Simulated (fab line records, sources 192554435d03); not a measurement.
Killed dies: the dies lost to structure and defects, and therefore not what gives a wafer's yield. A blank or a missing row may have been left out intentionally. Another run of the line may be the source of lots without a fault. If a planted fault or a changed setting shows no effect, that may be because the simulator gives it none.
The tool behind it: which one? + flow n5-finfet + 25 wafers from 9 lots sampled at 5 of the route's 1938 steps

== WHAT EACH GAUGE READ, for each wafer ==
N5_BEOL_M1_RS_MEAS_58: measurement is done with a four-point probe. Usual: M1_RS 0.667 ohm/sq, standard deviation 0.03.
| lot  | measured     | on            | M1_RS (ohm/sq)    | flag |
|------|--------------|---------------|-------------------|------|
| L220 | day 7 03:05  | film-metro-02 | 0.684 0.704 0.686 |      |
| L222 | day 8 01:27  | film-metro-01 | 0.660 0.603 0.624 |      |
| L223 | day 8 03:10  | film-metro-02 | 0.634 0.665 0.647 |      |
| L224 | day 8 05:48  | film-metro-02 | 0.639 0.625 0.620 |      |
| L228 | day 9 13:49  | film-metro-02 | 0.681 0.696       |      |
| L229 | day 9 22:52  | film-metro-02 | 0.737 0.677       |      |
| L235 | day 11 11:24 | film-metro-02 | 0.681 0.661 0.653 |      |
| L234 | day 12 12:33 | film-metro-02 | 0.759 0.673 0.686 |      |
| L240 | day 12 21:02 | film-metro-01 | 0.648 0.640 0.638 |      |

N5_BEOL_M4_RC_MEAS_101. Usual: DIBL_N 36.3 mV/V, standard deviation 1.2; DIBL_P 36.3 mV/V, standard deviation 1.4; IOFF_N 0.160 nA/um, standard deviation 0.02; IOFF_P 0.210 nA/um, standard deviation 0.025; ION_N 675 uA/um, standard deviation 9.5; ION_P 462 uA/um, standard deviation 7; SS_N 71.5 mV/dec, standard deviation 0.53; SS_P 73.4 mV/dec, standard deviation 0.55; VT_N 249.5 mV, standard deviation 2.6; VT_P -250.1 mV, standard deviation 2.9.
| lot  | measured     | on        | DIBL_N (mV/V)  | DIBL_P (mV/V)  | IOFF_N (nA/um)    | IOFF_P (nA/um)    | ION_N (uA/um) | ION_P (uA/um) | SS_N (mV/dec)  | SS_P (mV/dec)  | VT_N (mV)         | VT_P (mV)            | flag |
|------|--------------|-----------|----------------|----------------|-------------------|-------------------|---------------|---------------|----------------|----------------|-------------------|----------------------|------|
| L220 | day 9 18:59  | prober-01 | 35.4 35.3 35.5 | 37.2 36.7 36.8 | 0.147 0.145 0.142 | 0.184 0.182 0.176 | 676 670 670   | 449 456 454   | 71.5 71.5 72.1 | 72.9 73.2 73.9 | 252.4 252.5 255.6 | -253.0 -253.3 -251.6 |      |
| L222 | day 10 02:20 | prober-02 | 36.7 36.0 35.7 | 37.4 36.1 35.6 | 0.178 0.155 0.147 | 0.258 0.236 0.217 | 679 667 668   | 466 460 460   | 71.6 71.6 71.5 | 74.1 73.8 73.6 | 245.1 250.2 247.7 | -243.4 -246.4 -246.2 |      |
| L223 | day 10 05:20 | prober-01 | 37.9 37.2 36.4 | 36.3 37.1 35.5 | 0.179 0.172 0.152 | 0.211 0.231 0.203 | 692 684 677   | 467 469 462   | 71.9 71.8 72.2 | 73.8 73.4 73.8 | 249.8 250.0 251.3 | -250.3 -247.6 -250.0 |      |
| L224 | day 10 04:59 | prober-02 | 35.0 36.5 34.5 | 36.0 37.3 36.1 | 0.131 0.165 0.131 | 0.170 0.196 0.177 | 653 668 650   | 447 458 446   | 71.3 72.1 71.4 | 72.8 74.0 74.1 | 253.0 248.6 252.1 | -252.7 -252.3 -253.2 |      |
| L228 | day 12 18:58 | prober-02 | 35.2 35.2      | 34.7 36.1      | 0.131 0.147       | 0.185 0.210       | 658 684       | 450 468       | 71.7 70.9      | 73.8 73.9      | 254.0 251.6       | -251.0 -248.5        |      |
| L229 | day 12 23:57 | prober-02 | 36.9 36.4      | 36.0 36.5      | 0.189 0.184       | 0.241 0.248       | 691 687       | 476 469       | 72.0 71.9      | 73.2 73.6      | 243.7 244.9       | -246.1 -246.3        |      |
| L235 | day 15 02:28 | prober-02 | 36.9 39.5 38.2 | 37.5 40.0 38.9 | 0.162 0.206 0.186 | 0.215 0.265 0.236 | 668 685 674   | 463 464 457   | 71.9 71.7 71.6 | 73.5 74.6 74.7 | 250.5 248.3 249.9 | -248.9 -246.1 -248.1 |      |
| L234 | day 15 05:05 | prober-02 | 37.2 35.2 37.3 | 34.9 33.0 35.3 | 0.162 0.126 0.164 | 0.192 0.172 0.212 | 673 674 678   | 456 459 460   | 71.7 71.4 71.6 | 73.2 73.3 73.9 | 248.4 256.2 250.0 | -251.6 -251.6 -249.3 |      |
| L240 | day 15 20:00 | prober-01 | 33.8 35.6 36.2 | 35.9 36.3 37.2 | 0.157 0.190 0.183 | 0.187 0.194 0.204 | 675 668 668   | 459 452 452   | 70.8 71.2 71.7 | 73.3 73.7 74.0 | 248.4 248.9 250.5 | -252.7 -254.3 -252.4 |      |

== WHAT TOOL EACH LOT RAN ON (gives the tool, then ch and the chambers of the sampled wafers, and finally the start) ==
| lot  | N5_BEOL_M1_ANNEAL_95         | N5_BEOL_M2_ETCH_63                 | N5_BEOL_M2_ETCH_64                 |
|------|------------------------------|------------------------------------|------------------------------------|
| L220 | pvd-sputter-01, day 7 01:53  | rie-diel-03 ch 0,2,3, day 7 05:05  | rie-diel-03 ch 0,2,3, day 7 05:07  |
| L222 | pvd-sputter-02, day 8 00:15  | rie-diel-06 ch 1,2, day 8 03:18    | rie-diel-06 ch 1,2, day 8 03:20    |
| L223 | pvd-sputter-03, day 8 01:56  | rie-diel-06 ch 1,2,3, day 8 05:38  | rie-diel-06 ch 1,2,3, day 8 05:40  |
| L224 | pvd-sputter-02, day 8 04:37  | rie-diel-06 ch 0,1,3, day 8 08:16  | rie-diel-06 ch 0,1,3, day 8 08:17  |
| L228 | pvd-sputter-03, day 9 12:37  | rie-diel-06 ch 0,3, day 9 15:33    | rie-diel-06 ch 0,3, day 9 15:35    |
| L229 | pvd-sputter-02, day 9 21:35  | rie-diel-06 ch 0,3, day 10 01:49   | rie-diel-06 ch 0,3, day 10 01:50   |
| L235 | pvd-sputter-02, day 11 10:11 | rie-diel-05 ch 1,2, day 11 12:13   | rie-diel-05 ch 1,2, day 11 12:14   |
| L234 | pvd-sputter-03, day 12 11:22 | rie-diel-06 ch 0,2,3, day 12 14:26 | rie-diel-06 ch 0,2,3, day 12 14:28 |
| L240 | pvd-sputter-03, day 12 19:48 | rie-diel-06 ch 0,3, day 12 23:20   | rie-diel-06 ch 0,3, day 12 23:22   |
- N5_BEOL_M1_ANNEAL_95: time 240 s.
- N5_BEOL_M2_ETCH_63: etches SiARC in CF4, target depth 15.6 nm, time 26 s.
- N5_BEOL_M2_ETCH_64: etches SOC in N2/H2, target depth 75 nm, overetch 22.5 nm, time 121.9 s.

== WHAT THE TOOLS THEMSELVES READ (means of the sampled wafers that have a number; where no wafer has one, the mark that the record gives instead) ==
N5_BEOL_M1_ANNEAL_95. Usual: 781 W for heater-power-w, sd 94.
| lot  | tool           | heater-power-w (W) | flag |
|------|----------------|--------------------|------|
| L220 | pvd-sputter-01 | 781                |      |
| L222 | pvd-sputter-02 | 781                |      |
| L223 | pvd-sputter-03 | 804                |      |
| L224 | pvd-sputter-02 | 727                |      |
| L228 | pvd-sputter-03 | 664                |      |
| L229 | pvd-sputter-02 | 730                |      |
| L235 | pvd-sputter-02 | 748                |      |
| L234 | pvd-sputter-03 | 881                |      |
| L240 | pvd-sputter-03 | 668                |      |

N5_BEOL_M2_ETCH_63. Usual: bias-w 35.99 W, standard deviation 0.11; cf4-flow-sccm 100.0 sccm, standard deviation 0.31; chamber-pressure-mTorr 40.00 mTorr, standard deviation 0.037; drypump-motor-current-A 5.49 A, standard deviation 0.22; etch-rf-on-time-s 26.0 s, standard deviation 0.38; oes-product-au 0.66 a.u., standard deviation 0.056; rf-vpp-V 183.8 V, standard deviation 1.2; showerhead-plenum-p-Torr 2.13 Torr, standard deviation 0.064; throttle-valve-pct 15.57 %, standard deviation 0.24.
| lot  | tool        | bias-w (W) | cf4-flow-sccm (sccm) | chamber-pressure-mTorr (mTorr) | drypump-motor-current-A (A) | etch-rf-on-time-s (s) | oes-product-au (a.u.) | rf-vpp-V (V) | showerhead-plenum-p-Torr (Torr) | throttle-valve-pct (%) | flag |
|------|-------------|------------|----------------------|--------------------------------|-----------------------------|-----------------------|-----------------------|--------------|---------------------------------|------------------------|------|
| L220 | rie-diel-03 | 36.02      | 100.1                | 40.02                          | 5.46                        | 25.9                  | 0.68                  | 184.2        | 2.10                            | 15.68                  |      |
| L222 | rie-diel-06 | 35.95      | 100.2                | 40.02                          | 5.67                        | 25.8                  | 0.66                  | 184.4        | 2.16                            | 15.29                  |      |
| L223 | rie-diel-06 | 35.97      | 99.9                 | 39.99                          | 5.47                        | 25.6                  | 0.66                  | 184.4        | 2.15                            | 15.46                  |      |
| L224 | rie-diel-06 | 36.11      | 100.1                | 40.01                          | 5.56                        | 30.0                  | 0.63                  | 183.5        | 2.12                            | 15.56                  | OFF  |
| L228 | rie-diel-06 | 36.02      | 99.8                 | 40.01                          | 5.42                        | 32.1                  | 0.59                  | 183.8        | 2.09                            | 15.75                  | OFF  |
| L229 | rie-diel-06 | 35.94      | 100.1                | 40.03                          | 5.44                        | 39.5                  | 0.52                  | 182.0        | 2.09                            | 15.76                  | OFF  |
| L235 | rie-diel-05 | 35.96      | 100.6                | 39.97                          | 5.67                        | 25.8                  | 0.72                  | 183.7        | 2.16                            | 15.50                  |      |
| L234 | rie-diel-06 | 35.96      | 99.8                 | 39.99                          | 5.38                        | 26.4                  | 0.61                  | 183.8        | 2.10                            | 15.72                  |      |
| L240 | rie-diel-06 | 36.08      | 100.1                | 40.02                          | 5.44                        | 26.1                  | 0.62                  | 183.6        | 2.07                            | 15.82                  |      |

N5_BEOL_M2_ETCH_64. Usual: bias-w is 150.1 W with standard deviation 0.41, chamber-pressure-mTorr is 30.003 mTorr with standard deviation 0.029, drypump-motor-current-A is 5.49 A with standard deviation 0.22, oes-product-au is 0.59 a.u. with standard deviation 0.047, rf-vpp-V is 523.4 V with standard deviation 2.3, showerhead-plenum-p-Torr is 2.52 Torr with standard deviation 0.081, and throttle-valve-pct is 17.76 % with standard deviation 0.22.
| lot  | tool        | bias-w (W) | chamber-pressure-mTorr (mTorr) | drypump-motor-current-A (A) | oes-product-au (a.u.) | rf-vpp-V (V) | showerhead-plenum-p-Torr (Torr) | throttle-valve-pct (%) | flag |
|------|-------------|------------|--------------------------------|-----------------------------|-----------------------|--------------|---------------------------------|------------------------|------|
| L220 | rie-diel-03 | 149.9      | 30.002                         | 5.46                        | 0.61                  | 522.7        | 2.49                            | 17.82                  |      |
| L222 | rie-diel-06 | 150.2      | 30.012                         | 5.68                        | 0.59                  | 524.3        | 2.56                            | 17.51                  |      |
| L223 | rie-diel-06 | 150.2      | 30.037                         | 5.48                        | 0.59                  | 524.2        | 2.55                            | 17.68                  |      |
| L224 | rie-diel-06 | 150.2      | 29.991                         | 5.57                        | 0.59                  | 522.6        | 2.52                            | 17.80                  |      |
| L228 | rie-diel-06 | 150.3      | 29.989                         | 5.45                        | 0.58                  | 522.5        | 2.48                            | 17.99                  |      |
| L229 | rie-diel-06 | 150.7      | 30.006                         | 5.44                        | 0.58                  | 521.5        | 2.48                            | 18.00                  |      |
| L235 | rie-diel-05 | 150.4      | 30.018                         | 5.69                        | 0.64                  | 525.3        | 2.57                            | 17.75                  |      |
| L234 | rie-diel-06 | 150.1      | 30.015                         | 5.39                        | 0.55                  | 522.2        | 2.48                            | 17.90                  |      |
| L240 | rie-diel-06 | 150.3      | 29.987                         | 5.47                        | 0.56                  | 522.0        | 2.45                            | 18.02                  |      |

== THE ANSWER, worked out from the rows above alone ==
Rule: take the mean of a lot's wafers that have a number; if it is more than 3 standard deviations from the usual mean, the lot is off. A lot without any number at a reading at which 4 lots or more have one is off too. Any other lot the step has rows for is counted as sound. After the gauges, taken in route order, come the tools' own readings; for these a lot's mean is taken, as printed above. The first step at which some lot is off is used, and at that step the reading that is off furthest; a lot without a number counts as furthest.
Off: L224, L228, L229 (N5_BEOL_M2_ETCH_63, etch-rf-on-time-s).
If a tool, at that step or one of the process steps before it, ran each lot that is off and ran no sound lot following the first of them, it fits. No candidate that was tried fits.

== WHAT HAD BEEN PUT IN BY THE SIMULATOR ==
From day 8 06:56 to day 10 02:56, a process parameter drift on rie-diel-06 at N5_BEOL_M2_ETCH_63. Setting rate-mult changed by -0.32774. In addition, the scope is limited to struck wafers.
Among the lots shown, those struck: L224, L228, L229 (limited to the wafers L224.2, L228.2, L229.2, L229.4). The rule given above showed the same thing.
